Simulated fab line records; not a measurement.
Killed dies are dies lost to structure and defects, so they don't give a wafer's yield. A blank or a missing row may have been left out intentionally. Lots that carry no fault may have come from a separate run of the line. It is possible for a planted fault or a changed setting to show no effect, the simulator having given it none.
A sampling plan put to the test + flow n5Finfet + one fab line, 37 faults that these records tell of, each judged on the records of the lots that it struck; 2 more are left out, because the records don't allow judging them
The plan consists of the line's own looks: route steps at which the wafer is read by a gauge or an inspection but not changed. Where struck wafers have a number at a look and the file lists that look's usual mean and standard deviation on fault-free wafers, the look can be judged. Caught: 4 or more of those standard deviations (sigma) separate the usual mean from the mean of the struck wafers at a look after the fault's first step. On the tool: the identical test, applied to the tool's own readings at the steps of the fault. Another recipe on the struck wafers, or a record that is blank for them alone, also counts as caught.

THE FAULTS, as the simulator had put them in
1. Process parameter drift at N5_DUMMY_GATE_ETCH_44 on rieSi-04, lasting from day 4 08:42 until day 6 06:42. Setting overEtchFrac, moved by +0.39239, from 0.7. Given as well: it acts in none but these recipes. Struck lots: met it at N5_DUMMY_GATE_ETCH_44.
2. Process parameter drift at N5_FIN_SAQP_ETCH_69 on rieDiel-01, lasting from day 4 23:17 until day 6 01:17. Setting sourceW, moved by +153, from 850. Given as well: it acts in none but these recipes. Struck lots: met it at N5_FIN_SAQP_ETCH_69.
3. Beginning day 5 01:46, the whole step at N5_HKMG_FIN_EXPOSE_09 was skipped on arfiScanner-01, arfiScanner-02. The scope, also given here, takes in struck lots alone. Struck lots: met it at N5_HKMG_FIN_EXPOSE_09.
4. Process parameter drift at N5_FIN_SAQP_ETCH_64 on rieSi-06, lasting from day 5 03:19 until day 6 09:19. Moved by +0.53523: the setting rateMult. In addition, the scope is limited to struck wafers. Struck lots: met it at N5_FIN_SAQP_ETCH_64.
5. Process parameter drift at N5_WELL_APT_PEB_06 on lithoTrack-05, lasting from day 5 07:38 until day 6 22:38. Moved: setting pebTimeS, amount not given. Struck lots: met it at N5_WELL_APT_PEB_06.
6. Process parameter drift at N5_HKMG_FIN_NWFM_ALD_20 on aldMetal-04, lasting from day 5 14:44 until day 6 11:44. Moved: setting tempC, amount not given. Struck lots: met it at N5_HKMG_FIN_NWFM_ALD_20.
7. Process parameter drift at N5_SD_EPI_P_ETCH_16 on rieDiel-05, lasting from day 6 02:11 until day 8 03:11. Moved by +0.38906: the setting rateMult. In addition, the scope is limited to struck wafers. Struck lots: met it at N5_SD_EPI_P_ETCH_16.
8. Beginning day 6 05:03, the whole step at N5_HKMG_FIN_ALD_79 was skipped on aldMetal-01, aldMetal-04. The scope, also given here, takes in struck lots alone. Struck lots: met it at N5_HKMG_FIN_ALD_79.
9. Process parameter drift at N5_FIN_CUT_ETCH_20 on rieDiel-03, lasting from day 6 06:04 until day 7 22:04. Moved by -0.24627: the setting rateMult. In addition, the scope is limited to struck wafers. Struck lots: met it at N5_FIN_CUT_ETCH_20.
10. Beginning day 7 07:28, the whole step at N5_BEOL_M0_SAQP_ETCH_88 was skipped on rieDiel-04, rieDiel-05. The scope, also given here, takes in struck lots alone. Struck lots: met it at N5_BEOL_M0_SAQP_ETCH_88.
11. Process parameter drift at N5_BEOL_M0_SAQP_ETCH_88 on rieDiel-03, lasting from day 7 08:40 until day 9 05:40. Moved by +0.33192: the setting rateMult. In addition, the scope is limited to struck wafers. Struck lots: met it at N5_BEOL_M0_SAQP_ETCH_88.
12. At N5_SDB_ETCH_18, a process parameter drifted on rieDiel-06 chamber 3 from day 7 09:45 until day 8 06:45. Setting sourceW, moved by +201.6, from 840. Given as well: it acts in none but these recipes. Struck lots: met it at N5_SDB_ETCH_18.
13. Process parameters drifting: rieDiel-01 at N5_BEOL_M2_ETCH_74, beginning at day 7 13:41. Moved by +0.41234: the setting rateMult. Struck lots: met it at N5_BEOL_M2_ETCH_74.
14. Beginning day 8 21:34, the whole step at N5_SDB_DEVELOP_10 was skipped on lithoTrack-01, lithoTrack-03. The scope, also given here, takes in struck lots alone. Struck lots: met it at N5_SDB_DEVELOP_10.
15. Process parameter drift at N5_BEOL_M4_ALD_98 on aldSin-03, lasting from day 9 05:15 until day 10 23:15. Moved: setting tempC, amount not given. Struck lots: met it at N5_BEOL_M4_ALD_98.
16. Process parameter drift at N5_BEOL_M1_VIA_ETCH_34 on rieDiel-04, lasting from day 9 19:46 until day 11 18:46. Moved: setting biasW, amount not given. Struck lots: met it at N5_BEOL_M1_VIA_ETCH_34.
17. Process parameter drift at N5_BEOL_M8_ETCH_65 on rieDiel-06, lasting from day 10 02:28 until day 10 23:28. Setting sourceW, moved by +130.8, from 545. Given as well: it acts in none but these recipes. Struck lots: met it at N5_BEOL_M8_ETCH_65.
18. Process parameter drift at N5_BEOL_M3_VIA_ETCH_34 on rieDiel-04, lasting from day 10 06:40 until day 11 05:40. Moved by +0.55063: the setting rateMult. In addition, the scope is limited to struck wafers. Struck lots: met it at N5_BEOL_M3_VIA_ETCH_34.
19. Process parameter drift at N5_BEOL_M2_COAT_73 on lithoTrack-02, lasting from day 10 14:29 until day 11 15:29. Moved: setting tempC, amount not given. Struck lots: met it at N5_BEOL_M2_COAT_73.
20. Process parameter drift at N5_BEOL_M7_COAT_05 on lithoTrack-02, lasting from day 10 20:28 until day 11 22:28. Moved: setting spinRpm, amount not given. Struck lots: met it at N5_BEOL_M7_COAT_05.
21. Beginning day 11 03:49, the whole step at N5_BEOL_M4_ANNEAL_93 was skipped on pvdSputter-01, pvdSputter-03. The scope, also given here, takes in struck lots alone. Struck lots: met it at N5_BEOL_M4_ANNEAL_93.
22. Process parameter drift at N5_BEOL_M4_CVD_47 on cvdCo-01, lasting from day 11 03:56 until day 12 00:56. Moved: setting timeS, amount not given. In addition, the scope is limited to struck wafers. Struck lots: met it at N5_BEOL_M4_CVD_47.
23. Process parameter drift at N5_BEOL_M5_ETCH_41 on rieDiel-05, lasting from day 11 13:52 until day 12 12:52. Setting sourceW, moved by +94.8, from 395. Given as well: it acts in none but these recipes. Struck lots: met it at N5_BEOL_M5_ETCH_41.
24. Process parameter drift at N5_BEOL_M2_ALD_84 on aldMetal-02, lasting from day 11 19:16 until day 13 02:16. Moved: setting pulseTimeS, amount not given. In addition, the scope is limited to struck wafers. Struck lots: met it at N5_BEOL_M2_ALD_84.
25. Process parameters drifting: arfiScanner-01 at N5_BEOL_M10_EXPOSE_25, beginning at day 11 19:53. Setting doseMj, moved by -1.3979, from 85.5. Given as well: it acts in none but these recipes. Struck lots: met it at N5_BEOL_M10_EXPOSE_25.
26. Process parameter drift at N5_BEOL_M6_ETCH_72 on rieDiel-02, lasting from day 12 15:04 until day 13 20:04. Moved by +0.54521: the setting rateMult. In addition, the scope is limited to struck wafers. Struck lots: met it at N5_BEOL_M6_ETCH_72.
27. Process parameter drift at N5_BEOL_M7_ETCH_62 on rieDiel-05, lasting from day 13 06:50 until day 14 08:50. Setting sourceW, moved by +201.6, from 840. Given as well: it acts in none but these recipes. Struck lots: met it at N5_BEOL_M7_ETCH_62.
28. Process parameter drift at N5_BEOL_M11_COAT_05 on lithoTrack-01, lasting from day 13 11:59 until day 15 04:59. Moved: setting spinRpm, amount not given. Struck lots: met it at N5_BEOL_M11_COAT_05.
29. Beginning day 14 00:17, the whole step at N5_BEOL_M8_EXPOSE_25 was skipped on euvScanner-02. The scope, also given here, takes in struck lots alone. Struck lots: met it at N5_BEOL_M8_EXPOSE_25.
30. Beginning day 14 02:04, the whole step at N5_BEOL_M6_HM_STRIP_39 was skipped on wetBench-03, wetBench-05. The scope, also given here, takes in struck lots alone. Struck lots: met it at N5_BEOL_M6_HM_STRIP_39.
31. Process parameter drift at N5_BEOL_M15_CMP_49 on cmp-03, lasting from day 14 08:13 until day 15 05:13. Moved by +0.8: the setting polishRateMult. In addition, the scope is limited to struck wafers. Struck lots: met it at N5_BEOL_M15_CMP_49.
32. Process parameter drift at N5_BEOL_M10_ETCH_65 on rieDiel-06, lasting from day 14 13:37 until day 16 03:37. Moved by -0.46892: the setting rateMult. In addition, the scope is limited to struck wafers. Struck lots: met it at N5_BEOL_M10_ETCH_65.
33. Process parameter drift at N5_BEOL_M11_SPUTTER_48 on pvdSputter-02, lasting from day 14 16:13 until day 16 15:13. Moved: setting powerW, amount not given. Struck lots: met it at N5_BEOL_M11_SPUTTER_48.
34. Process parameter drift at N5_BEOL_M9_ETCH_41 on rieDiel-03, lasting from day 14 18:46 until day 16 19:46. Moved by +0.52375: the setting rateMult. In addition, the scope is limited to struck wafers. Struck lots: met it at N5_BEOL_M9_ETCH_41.
35. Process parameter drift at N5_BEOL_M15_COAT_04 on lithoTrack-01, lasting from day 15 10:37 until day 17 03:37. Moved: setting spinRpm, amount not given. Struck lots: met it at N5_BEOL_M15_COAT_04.
36. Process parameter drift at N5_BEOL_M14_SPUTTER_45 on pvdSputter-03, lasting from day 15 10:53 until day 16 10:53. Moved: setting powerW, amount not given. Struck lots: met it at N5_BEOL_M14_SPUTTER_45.
37. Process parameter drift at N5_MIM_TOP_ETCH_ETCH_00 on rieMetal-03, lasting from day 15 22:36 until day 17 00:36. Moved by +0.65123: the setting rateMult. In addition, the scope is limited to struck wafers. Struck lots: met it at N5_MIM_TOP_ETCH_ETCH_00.

WHAT THE PLAN SAW
| fault | on the tool itself                               | first look that catches it                      | reading, sigma | median hours from its first step to that look | hours from the fault's start to the first struck lot there | judged looks passed uncaught |
|-------|--------------------------------------------------|-------------------------------------------------|----------------|-----------------------------------------------|------------------------------------------------------------|------------------------------|
| 1     | oesProductAu -4.6 sigma                          | not the one look that can be judged after it    | -              | -                                             | -                                                          | 1                            |
| 2     | rfFwdPowerW +52 sigma                            | not the one look that can be judged after it    | -              | -                                             | -                                                          | 1                            |
| 3     | no reading that can be judged                    | no look after it can be judged                  | -              | -                                             | -                                                          | 0                            |
| 4     | oesProductAu +16 sigma                           | not the one look that can be judged after it    | -              | -                                             | -                                                          | 1                            |
| 5     | heaterPowerTotalW +8.6 sigma                     | none of the 2 looks that can be judged after it | -              | -                                             | -                                                          | 2                            |
| 6     | susceptorTempC -57 sigma                         | N5_BEOL_M4_RC_MEAS_101                          | VT_N_LONG +10  | 88.8                                          | 89                                                         | 1                            |
| 7     | oesProductAu +4.4 sigma                          | not the one look that can be judged after it    | -              | -                                             | -                                                          | 1                            |
| 8     | the tool's record is blank for the struck wafers | N5_BEOL_M4_RC_MEAS_101                          | VT_P_LVT -56   | 103.7                                         | 107                                                        | 0                            |
| 9     | etchRfOnTimeS +19 sigma                          | not the one look that can be judged after it    | -              | -                                             | -                                                          | 1                            |
| 10    | the tool's record is blank for the struck wafers | not the one look that can be judged after it    | -              | -                                             | -                                                          | 1                            |
| 11    | etchRfOnTimeS -14 sigma                          | not the one look that can be judged after it    | -              | -                                             | -                                                          | 1                            |
| 12    | rfFwdPowerW +75 sigma                            | not the one look that can be judged after it    | -              | -                                             | -                                                          | 1                            |
| 13    | etchRfOnTimeS -22 sigma                          | not the one look that can be judged after it    | -              | -                                             | -                                                          | 1                            |
| 14    | the tool's record is blank for the struck wafers | no look after it can be judged                  | -              | -                                             | -                                                          | 0                            |
| 15    | susceptorTempC +21 sigma                         | not the one look that can be judged after it    | -              | -                                             | -                                                          | 1                            |
| 16    | biasW -18 sigma                                  | not the one look that can be judged after it    | -              | -                                             | -                                                          | 1                            |
| 17    | rfFwdPowerW +62 sigma                            | no look after it can be judged                  | -              | -                                             | -                                                          | 0                            |
| 18    | oesProductAu +4.3 sigma                          | not the one look that can be judged after it    | -              | -                                             | -                                                          | 1                            |
| 19    | plateTempC +62 sigma                             | none of the 3 looks that can be judged after it | -              | -                                             | -                                                          | 3                            |
| 20    | spinSpeedRpm -39 sigma                           | no look after it can be judged                  | -              | -                                             | -                                                          | 0                            |
| 21    | the tool's record is blank for the struck wafers | not the one look that can be judged after it    | -              | -                                             | -                                                          | 1                            |
| 22    | runLengthS +99 or beyond sigma                   | not the one look that can be judged after it    | -              | -                                             | -                                                          | 1                            |
| 23    | rfFwdPowerW +79 sigma                            | no look after it can be judged                  | -              | -                                             | -                                                          | 0                            |
| 24    | under 2 sigma                                    | not the one look that can be judged after it    | -              | -                                             | -                                                          | 1                            |
| 25    | exposureDoseMJCm2 -13 sigma                      | no look after it can be judged                  | -              | -                                             | -                                                          | 0                            |
| 26    | etchRfOnTimeS -28 sigma                          | no look after it can be judged                  | -              | -                                             | -                                                          | 0                            |
| 27    | rfFwdPowerW +77 sigma                            | no look after it can be judged                  | -              | -                                             | -                                                          | 0                            |
| 28    | spinSpeedRpm -99 or beyond sigma                 | no look after it can be judged                  | -              | -                                             | -                                                          | 0                            |
| 29    | no reading that can be judged                    | no look after it can be judged                  | -              | -                                             | -                                                          | 0                            |
| 30    | the tool's record is blank for the struck wafers | no look after it can be judged                  | -              | -                                             | -                                                          | 0                            |
| 31    | barrierFieldEndpointS -20 sigma                  | no look after it can be judged                  | -              | -                                             | -                                                          | 0                            |
| 32    | etchRfOnTimeS +73 sigma                          | not the one look that can be judged after it    | -              | -                                             | -                                                          | 1                            |
| 33    | cathodeDcPowerW -99 or beyond sigma              | not the one look that can be judged after it    | -              | -                                             | -                                                          | 1                            |
| 34    | oesProductAu +6.3 sigma                          | no look after it can be judged                  | -              | -                                             | -                                                          | 0                            |
| 35    | spinSpeedRpm -99 or beyond sigma                 | no look after it can be judged                  | -              | -                                             | -                                                          | 0                            |
| 36    | cathodeDcPowerW -99 or beyond sigma              | not the one look that can be judged after it    | -              | -                                             | -                                                          | 1                            |
| 37    | only faintly: oesProductAu +3.4 sigma            | no look after it can be judged                  | -              | -                                             | -                                                          | 0                            |
Dash: fault not caught, or number not given in these records.

Caught at a look: 2 of 37. Caught on the tool: 33 of 37. By one or the other: 33 of 37.
Caught on the tool alone: faults 1, 2, 4, 5, 7, 9, 10, 11, 12, 13, 14, 15, 16, 17, 18, 19, 20, 21, 22, 23, 25, 26, 27, 28, 30, 31, 32, 33, 34, 35, 36.
Caught by neither: faults 3, 24, 29, 37.

THINNER SAMPLING
In the worst case, this is how late the first struck lot would be measured if the look that catches a fault measured only every second or every third lot, by lot number:
| fault | struck lots at that look, in order of time | every lot | every second lot | every third lot |
|-------|--------------------------------------------|-----------|------------------|-----------------|
| 6     | L762, L763                                 | 89 h      | 102 h            | may miss all 2  |
| 8     | L915, L916, L918                           | 107 h     | 109 h            | may miss all 3  |
Hours count from the start of the fault until the first struck lot that is measured. Since the struck wafers were tested as one group against 4 sigma, a single lot by itself may lie under the limit. Other struck lots may not be in these records.

THE LONGEST TIMED WAY FROM STEP TO LOOK
Fault 8: the median time between N5_HKMG_FIN_ALD_79 and N5_BEOL_M4_RC_MEAS_101 is 103.7 hours. No look between them can be judged.
